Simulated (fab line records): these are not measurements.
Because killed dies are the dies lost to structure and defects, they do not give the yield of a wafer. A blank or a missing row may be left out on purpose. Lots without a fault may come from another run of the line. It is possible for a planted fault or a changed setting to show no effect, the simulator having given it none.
Chamber matching -- flow nand-harc -- 4 sister chambers for NHARC_A_BONDPAD_ETCH_34 on rie-diel-13
The step etches the open film in N2/H2, target depth 60 nm, overetch 18 nm, time 65.91 s. 42 wafers are shown with their chamber, then 12 later ones without.

## WAFERS PAIRED WITH THEIR CHAMBERS
wafer,chamber,showerhead-plenum-p-Torr (Torr),drypump-motor-current-A (A),rf-vpp-V (V)
L074.1,3,2.19,5.2,434.3
L074.2,1,1.98,5.7,428.1
L074.5,3,2.19,5.2,434.5
L075.1,2,2.16,5.7,433.7
L075.2,0,2.06,5.7,432.0
L075.3,1,1.98,5.7,429.0
L075.4,3,2.19,5.2,433.7
L075.5,2,2.16,5.7,433.8
L075.6,1,1.98,5.7,428.0
L078.1,1,1.98,5.7,430.2
L078.2,3,2.19,5.2,434.2
L078.6,1,1.98,5.7,429.1
L076.2,2,2.16,5.7,433.9
L076.3,3,2.19,5.2,436.1
L076.4,1,1.98,5.7,428.4
L079.1,1,1.98,5.8,430.1
L079.3,3,2.19,5.2,433.4
L079.4,0,2.06,5.7,430.3
L079.2,2,2.16,5.7,433.3
L079.5,1,1.98,5.7,429.8
L079.6,0,2.06,5.7,431.5
L080.1,2,2.16,5.7,433.5
L080.2,1,1.98,5.8,429.3
L080.4,3,2.18,5.2,434.8
L080.3,0,2.06,5.7,432.4
L080.5,2,2.16,5.7,434.2
L080.6,1,1.98,5.7,428.7
L082.2,0,2.06,5.7,431.3
L082.4,3,2.19,5.2,434.7
L082.5,0,2.06,5.7,431.2
L083.1,2,2.16,5.7,432.9
L083.2,3,2.18,5.2,435.6
L083.4,1,1.98,5.7,427.9
L086.1,2,2.16,5.7,432.5
L086.2,0,2.06,5.7,429.9
L086.5,3,2.18,5.2,433.8
L091.1,0,2.06,5.7,429.3
L091.2,2,2.16,5.7,434.5
L091.3,3,2.18,5.2,434.0
L093.1,1,1.98,5.8,429.3
L093.2,2,2.16,5.7,434.5
L093.3,0,2.05,5.7,431.2

SIGNATURES (means of the wafers above)
reading,chamber 0,chamber 1,chamber 2,chamber 3,scatter within a chamber
showerhead-plenum-p-Torr,2.0589,1.9800,2.1600,2.1864,0.00301
drypump-motor-current-A,5.700,5.725,5.700,5.200,0.0243
rf-vpp-V,431.011,428.992,433.680,434.464,0.817
Rule: for a wafer and a chamber, the distance is found by dividing, reading by reading, the gap between the wafer's reading and the chamber's mean by the reading's scatter, squaring, summing and taking the root. If the next closest chamber is less than 2 further off than the closest, the wafer can't be placed; otherwise it belongs to the closest. The scatter: the root of (the sum of the squares of (reading less its chamber's mean) over the shown wafers, divided by (wafers less chambers)).

## WAFERS WITH NO CHAMBER GIVEN
wafer,showerhead-plenum-p-Torr (Torr),drypump-motor-current-A (A),rf-vpp-V (V)
L093.4,2.18,5.2,435.3
L093.5,2.16,5.7,434.1
L093.6,2.18,5.2,434.4
L096.1,1.98,5.7,428.7
L096.4,2.18,5.2,434.7
L096.6,1.98,5.8,429.3
L097.1,1.98,5.7,428.6
L097.2,2.06,5.7,432.5
L097.5,1.98,5.8,428.8
L097.3,2.18,5.2,434.6
L097.4,2.16,5.7,433.5
L097.6,2.05,5.7,431.0

## THE CHAMBER EACH PASSED THROUGH
wafer,from the rows above,in truth
L093.4,3,3
L093.5,2,2
L093.6,3,3
L096.1,1,1
L096.4,3,3
L096.6,1,1
L097.1,1,1
L097.2,0,0
L097.5,1,1
L097.3,3,3
L097.4,2,2
L097.6,0,0
Correct placement for 12 of the 12. Not placeable from these rows: 0. 0 placed wrongly.
